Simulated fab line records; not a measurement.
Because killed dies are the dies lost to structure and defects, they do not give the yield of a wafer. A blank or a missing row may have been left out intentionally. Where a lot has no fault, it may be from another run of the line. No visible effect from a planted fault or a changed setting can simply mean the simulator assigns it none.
Matching of chambers ; flow nand harc ; 3 sister chambers for NHARC_P_M1_DEP_33 on pecvd-01
The step deposits SiCN, target thk 30 nm. 27 wafers are shown with their chamber, then 12 later ones without.

## WAFERS, EACH WITH ITS CHAMBER
wafer;chamber;heater power w (W)
L075.2;1;565
L075.5;1;558
L075.6;0;756
L076.2;0;734
L076.5;2;580
L076.6;0;749
L078.3;1;552
L078.4;0;741
L078.6;1;562
L079.1;0;666
L079.2;1;601
L079.3;2;573
L080.1;0;682
L080.3;2;508
L080.5;1;601
L081.2;2;571
L081.3;1;600
L081.5;2;563
L082.1;1;575
L082.2;0;732
L082.5;0;731
L084.1;2;590
L084.3;0;776
L084.6;2;474
L086.1;0;647
L086.3;0;671
L086.4;2;535

SIGNATURES (means of the wafers above)
reading;chamber 0;chamber 1;chamber 2;scatter within a chamber
heater power w;716.82;576.75;549.25;36.9
Rule: a wafer's distance from a chamber is the root of the sum, over the readings, of the square of ((its reading less the chamber's mean) divided by the reading's scatter). If the next closest chamber is less than 2 further off than the closest, the wafer can't be placed; otherwise it belongs to the closest. The scatter: take each reading less its chamber's mean, square it, sum over the shown wafers, divide by the number of wafers less the number of chambers, and take the root.

## WAFERS WITH NO CHAMBER GIVEN
wafer;heater power w (W)
L090.2;583
L090.3;568
L090.6;580
L095.3;751
L095.5;721
L095.6;522
L096.2;674
L096.3;529
L096.4;670
L097.1;594
L097.2;708
L097.5;717

## EACH ONE'S CHAMBER
wafer;from the rows above;in truth
L090.2;can't be placed: 1 or 2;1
L090.3;can't be placed: 1 or 2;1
L090.6;can't be placed: 1 or 2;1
L095.3;0;0
L095.5;0;0
L095.6;can't be placed: 2 or 1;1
L096.2;can't be placed: 0 or 1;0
L096.3;can't be placed: 2 or 1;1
L096.4;can't be placed: 0 or 1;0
L097.1;can't be placed: 1 or 2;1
L097.2;0;0
L097.5;0;0
Placed correctly: 4 of 12. Not placeable from these rows: 8 (in 8, the candidates include the true chamber). 0 placed wrongly.
